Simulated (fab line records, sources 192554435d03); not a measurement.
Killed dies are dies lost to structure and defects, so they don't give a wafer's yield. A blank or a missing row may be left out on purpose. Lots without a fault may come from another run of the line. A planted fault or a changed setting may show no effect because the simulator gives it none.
One fault seen from 2 desks | flow n5_finfet | each desk has only its own numbers; what lay behind them comes last

THE TOOL OWNER'S DESK: rie_diel-01
The tool's own readings at N5_GATE_CUT_ETCH_58 (etches SiNx in CH3F/O2, target depth 17 nm, time 128.6 s): means of the sampled wafers that have a number, for each lot that ran on this tool. A lot is out of limits, marked OUT, if its mean lies more than 4 standard deviations from the usual mean; the brackets give that distance.
Columns: A = drypump_motor_current_A at N5_GATE_CUT_ETCH_58, usual 5.7 A; B = oes_product_au at N5_GATE_CUT_ETCH_58, usual 0.76 a.u.; C = rf_vpp_V at N5_GATE_CUT_ETCH_58, usual 99.0 V; D = showerhead_plenum_p_Torr at N5_GATE_CUT_ETCH_58, usual 2.00 Torr; E = throttle_valve_pct at N5_GATE_CUT_ETCH_58, usual 16.51 %
lot  | first seen here | A   | B    | C     | D    | E
L527 | day 6 19:14     | 5.6 | 0.82 | 100.1 | 2.02 | 16.58
L528 | day 6 22:10     | 5.9 | 0.87 | 98.8  | 2.00 | 16.56
L529 | day 7 02:55     | 5.8 | 0.88 | 99.1  | 2.03 | 16.59
L541 | day 10 06:11    | 5.8 | 0.72 | 99.1  | 2.01 | 16.62
This desk's finding: nothing out of limits on any of the 4 lots.

THE DEFECT DESK
What the inspections along the route counted, lot by lot: means of the sampled wafers that have a number. A lot is out of limits, marked OUT, if its mean lies more than 4 standard deviations from the usual mean; the brackets give that distance.
Columns: A = raw_defect_count at N5_HKMG_FIN_INSPECT_28, usual 37
lot  | first seen here | A
L521 | day 5 06:07     | 38
L527 | day 6 18:54     | 47
L528 | day 6 21:50     | 20
L529 | day 7 02:31     | 39
L539 | day 9 16:16     | 32
L540 | day 10 02:02    | 64
L541 | day 10 05:52    | 39
This desk's finding: nothing out of limits on any of the 7 lots.

PUT TOGETHER
The tool owner's desk saw nothing out of limits.
The defect desk saw nothing out of limits.

WHAT THE SIMULATOR HAD PUT IN
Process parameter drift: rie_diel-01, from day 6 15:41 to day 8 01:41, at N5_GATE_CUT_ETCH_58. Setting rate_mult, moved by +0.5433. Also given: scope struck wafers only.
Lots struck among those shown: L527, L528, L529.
